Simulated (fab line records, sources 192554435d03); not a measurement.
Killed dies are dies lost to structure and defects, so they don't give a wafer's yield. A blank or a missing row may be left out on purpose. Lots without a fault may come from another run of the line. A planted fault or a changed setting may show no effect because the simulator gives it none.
Chamber matching | flow n5_finfet | N5_MOL_CONTACT_COAG_DESCUM_13 on rie_diel-01: 4 sister chambers
The step chemistry O2, time 7 s. 8 wafers are shown with their chamber, then 11 later ones without.

WAFERS WITH THEIR CHAMBER
wafer  | chamber | throttle_valve_pct (%) | drypump_motor_current_A (A)
L082.2 | 3       | 20.31                  | 5.3
L084.1 | 3       | 20.30                  | 5.3
L084.6 | 1       | 20.48                  | 5.2
L085.6 | 0       | 20.16                  | 6.4
L089.2 | 2       | 20.79                  | 4.9
L089.3 | 1       | 20.49                  | 5.2
L089.4 | 0       | 20.18                  | 6.3
L093.1 | 2       | 20.81                  | 4.9

WAFERS WITHOUT THEIR CHAMBER
wafer  | throttle_valve_pct (%) | drypump_motor_current_A (A)
L093.2 | 20.33                  | 5.3
L093.4 | 20.51                  | 5.2
L095.1 | 20.34                  | 5.3
L095.2 | 20.80                  | 5.0
L095.3 | 20.53                  | 5.2
L095.4 | 20.20                  | 6.4
L095.5 | 20.50                  | 5.2
L095.6 | 20.79                  | 4.9
L096.2 | 20.81                  | 5.0
L096.3 | 20.52                  | 5.2
L096.4 | 20.35                  | 5.3

WHICH CHAMBER EACH WENT THROUGH
wafer  | from the rows above | in truth
L093.2 | 3                   | 3
L093.4 | 1                   | 1
L095.1 | 3                   | 3
L095.2 | 2                   | 2
L095.3 | 1                   | 1
L095.4 | 0                   | 0
L095.5 | 1                   | 1
L095.6 | 2                   | 2
L096.2 | 2                   | 2
L096.3 | 1                   | 1
L096.4 | 3                   | 3
Placed correctly: 11 of 11. Can't be placed from these rows: 0. Placed wrongly: 0.
How it was worked out, from the rows above alone: a wafer's distance from a chamber is the root of the sum, over the readings, of the square of ((its reading less the chamber's mean) divided by the reading's scatter). The wafer belongs to the nearest chamber; if the next one is less than 2 further off, it can't be placed. A chamber's mean is the mean of its shown wafers. The scatter: the root of (the sum of the squares of (reading less its chamber's mean) over the shown wafers, divided by (wafers less chambers)).
